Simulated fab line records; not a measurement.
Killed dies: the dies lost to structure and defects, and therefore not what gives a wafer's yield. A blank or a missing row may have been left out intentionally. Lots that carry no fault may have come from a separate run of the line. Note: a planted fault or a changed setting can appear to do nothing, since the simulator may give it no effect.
Split-lot study :: flow n5 finfet :: route with 1938 steps; 7 lots, 21 wafers read

ON THE SPLIT
At N5_BEOL_M0_CUTY_COAT_50 (time 60 s, resist thk 15 nm), the setting spin rpm was moved away from the recipe's 1500 rpm on 10 of the 21 wafers read, by -6.7% to +9.9%. The other wafers ran this setting at the recipe's value.

The reading comes from the split's own step.

THE READING
SiARC_of_BEOL_M0_CUTY_COAT_50.thk nm (the simulator's own value, which no gauge read), in nm, at N5_BEOL_M0_CUTY_COAT_50 (time 60 s, resist thk 15 nm). No usual value for it is given in the file.

wafer: L077.2
tool, chamber at the split: litho track-05, 0
spin rpm as run, rpm: 1500
against the recipe: recipe
SiARC_of_BEOL_M0_CUTY_COAT_50.thk nm, nm: 15
against lot-mates on the recipe: -

wafer: L077.5
tool, chamber at the split: litho track-05, 0
spin rpm as run, rpm: 1500
against the recipe: recipe
SiARC_of_BEOL_M0_CUTY_COAT_50.thk nm, nm: 15
against lot-mates on the recipe: -

wafer: L077.6
tool, chamber at the split: litho track-05, 0
spin rpm as run, rpm: 1441
against the recipe: -3.9%
SiARC_of_BEOL_M0_CUTY_COAT_50.thk nm, nm: 15.4
against lot-mates on the recipe: +0.4

wafer: L080.2
tool, chamber at the split: litho track-01, 0
spin rpm as run, rpm: 1648
against the recipe: +9.9%
SiARC_of_BEOL_M0_CUTY_COAT_50.thk nm, nm: 14.4
against lot-mates on the recipe: -0.6

wafer: L080.3
tool, chamber at the split: litho track-01, 0
spin rpm as run, rpm: 1648
against the recipe: +9.9%
SiARC_of_BEOL_M0_CUTY_COAT_50.thk nm, nm: 14.2
against lot-mates on the recipe: -0.8

wafer: L080.5
tool, chamber at the split: litho track-01, 0
spin rpm as run, rpm: 1500
against the recipe: recipe
SiARC_of_BEOL_M0_CUTY_COAT_50.thk nm, nm: 15
against lot-mates on the recipe: -

wafer: L083.1
tool, chamber at the split: litho track-04, 0
spin rpm as run, rpm: 1620
against the recipe: +8.0%
SiARC_of_BEOL_M0_CUTY_COAT_50.thk nm, nm: 14.4
against lot-mates on the recipe: -0.6

wafer: L083.2
tool, chamber at the split: litho track-04, 0
spin rpm as run, rpm: 1500
against the recipe: recipe
SiARC_of_BEOL_M0_CUTY_COAT_50.thk nm, nm: 15
against lot-mates on the recipe: -

wafer: L083.6
tool, chamber at the split: litho track-04, 0
spin rpm as run, rpm: 1500
against the recipe: recipe
SiARC_of_BEOL_M0_CUTY_COAT_50.thk nm, nm: 15
against lot-mates on the recipe: -

wafer: L087.2
tool, chamber at the split: litho track-04, 0
spin rpm as run, rpm: 1400
against the recipe: -6.7%
SiARC_of_BEOL_M0_CUTY_COAT_50.thk nm, nm: 15.6
against lot-mates on the recipe: +0.6

wafer: L087.3
tool, chamber at the split: litho track-04, 0
spin rpm as run, rpm: 1400
against the recipe: -6.7%
SiARC_of_BEOL_M0_CUTY_COAT_50.thk nm, nm: 15.6
against lot-mates on the recipe: +0.6

wafer: L087.6
tool, chamber at the split: litho track-04, 0
spin rpm as run, rpm: 1500
against the recipe: recipe
SiARC_of_BEOL_M0_CUTY_COAT_50.thk nm, nm: 15
against lot-mates on the recipe: -

wafer: L088.3
tool, chamber at the split: litho track-05, 0
spin rpm as run, rpm: 1456
against the recipe: -2.9%
SiARC_of_BEOL_M0_CUTY_COAT_50.thk nm, nm: 15.2
against lot-mates on the recipe: +0.2

wafer: L088.5
tool, chamber at the split: litho track-05, 0
spin rpm as run, rpm: 1456
against the recipe: -2.9%
SiARC_of_BEOL_M0_CUTY_COAT_50.thk nm, nm: 15.2
against lot-mates on the recipe: +0.2

wafer: L088.4
tool, chamber at the split: litho track-05, 0
spin rpm as run, rpm: 1500
against the recipe: recipe
SiARC_of_BEOL_M0_CUTY_COAT_50.thk nm, nm: 15
against lot-mates on the recipe: -

wafer: L093.2
tool, chamber at the split: litho track-01, 0
spin rpm as run, rpm: 1500
against the recipe: recipe
SiARC_of_BEOL_M0_CUTY_COAT_50.thk nm, nm: 15
against lot-mates on the recipe: -

wafer: L093.4
tool, chamber at the split: litho track-01, 0
spin rpm as run, rpm: 1598
against the recipe: +6.5%
SiARC_of_BEOL_M0_CUTY_COAT_50.thk nm, nm: 14.6
against lot-mates on the recipe: -0.4

wafer: L093.6
tool, chamber at the split: litho track-01, 0
spin rpm as run, rpm: 1598
against the recipe: +6.5%
SiARC_of_BEOL_M0_CUTY_COAT_50.thk nm, nm: 14.6
against lot-mates on the recipe: -0.4

wafer: L095.2
tool, chamber at the split: litho track-04, 0
spin rpm as run, rpm: 1500
against the recipe: recipe
SiARC_of_BEOL_M0_CUTY_COAT_50.thk nm, nm: 15
against lot-mates on the recipe: -

wafer: L095.4
tool, chamber at the split: litho track-04, 0
spin rpm as run, rpm: 1500
against the recipe: recipe
SiARC_of_BEOL_M0_CUTY_COAT_50.thk nm, nm: 15
against lot-mates on the recipe: -

wafer: L095.5
tool, chamber at the split: litho track-04, 0
spin rpm as run, rpm: 1500
against the recipe: recipe
SiARC_of_BEOL_M0_CUTY_COAT_50.thk nm, nm: 15
against lot-mates on the recipe: -

THE FIT
A straight line over all 21 wafers: SiARC_of_BEOL_M0_CUTY_COAT_50.thk nm changes by -0.0752 nm for each +1% of spin rpm; r = -0.99; the points scatter about the line by 0.055 nm.
The same after taking each lot's own level away (the mean of its wafers on the recipe; 21 wafers): -0.0752 nm for each +1%; r = -0.99; scatter 0.055 nm.
Per that fit: largest spin rpm move, reading shift of 0.74 nm.
The lots' own levels span 15.00 to 15.00 nm.
Hence the lot-to-lot level has little effect on the slope; both slopes agree.
Check: -0.752 nm against its lot-mates is what the line predicts for one of the wafers moved furthest among these (+9.9%) when that wafer is left out of the fit. Against them it came out at -0.6 nm.

THESE WAFERS: OTHER SPLITS
Note: prior to the reading, these wafers also went through further splits. Each is held against what the fit with the lots' levels taken away leaves over:
other split on the same wafers: N5_MOL_CONTACT_COAG_COAT_64 spin rpm
wafers away from the commonest value: 9
r with SiARC_of_BEOL_M0_CUTY_COAT_50.thk nm (lot level and that fit taken away): +0.14

other split on the same wafers: N5_BEOL_M0_SAQP_PEB_12 peb time s
wafers away from the commonest value: 9
r with SiARC_of_BEOL_M0_CUTY_COAT_50.thk nm (lot level and that fit taken away): +0.24

other split on the same wafers: N5_BEOL_M0_SAQP_DEVELOP_13 develop time s
wafers away from the commonest value: 6
r with SiARC_of_BEOL_M0_CUTY_COAT_50.thk nm (lot level and that fit taken away): -0.13

THE FILE'S OWN FIT
SiARC_of_BEOL_M0_CUTY_COAT_50.thk nm changes by -0.0751 nm for each +1% of spin rpm, r = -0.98.
